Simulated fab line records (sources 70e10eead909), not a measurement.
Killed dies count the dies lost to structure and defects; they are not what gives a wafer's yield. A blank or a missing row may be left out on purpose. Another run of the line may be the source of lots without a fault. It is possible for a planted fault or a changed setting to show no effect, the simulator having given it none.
Matching of chambers + flow nand-harc + 3 sister chambers for NHARC_A_M1_DEP_33 on pecvd-04
The step deposits SiCN, target thk 30 nm. 6 wafers are shown with their chamber, then 7 later ones without.

== EACH WAFER AND ITS CHAMBER ==
| wafer  | chamber | heater-power-w (W) |
|--------|---------|--------------------|
| L081.6 | 0       | 543                |
| L087.2 | 2       | 529                |
| L087.4 | 1       | 552                |
| L087.6 | 2       | 531                |
| L086.2 | 1       | 535                |
| L086.3 | 0       | 548                |

== WAFERS WITH NO CHAMBER GIVEN ==
| wafer  | heater-power-w (W) |
|--------|--------------------|
| L086.6 | 542                |
| L090.2 | 477                |
| L090.5 | 542                |
| L090.6 | 646                |
| L092.1 | 533                |
| L092.3 | 545                |
| L092.4 | 500                |

== WHICH CHAMBER EACH ONE RAN IN ==
| wafer  | from the rows above          | in truth |
|--------|------------------------------|----------|
| L086.6 | can't be placed: 1 or 0 or 2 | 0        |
| L090.2 | can't be placed: 2 or 1      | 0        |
| L090.5 | can't be placed: 1 or 0 or 2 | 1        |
| L090.6 | can't be placed: 0 or 1      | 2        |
| L092.1 | can't be placed: 2 or 1 or 0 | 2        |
| L092.3 | can't be placed: 0 or 1 or 2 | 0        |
| L092.4 | can't be placed: 2 or 1      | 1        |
Correct placement for 0 of the 7. Not placeable from these rows: 7 (in 5, the candidates include the true chamber). Wrongly placed: 0.
How it was worked out, from the rows above alone: a wafer's distance from a chamber is the root of the sum, over the readings, of the square of ((its reading less the chamber's mean) divided by the reading's scatter). The wafer belongs to the nearest chamber; if the next one is less than 2 further off, it can't be placed. The mean given for a chamber averages the wafers shown for that chamber. How the scatter is found: for the shown wafers, subtract from each reading the mean of its chamber, square and add these, divide the total by (wafers less chambers), then take the root.
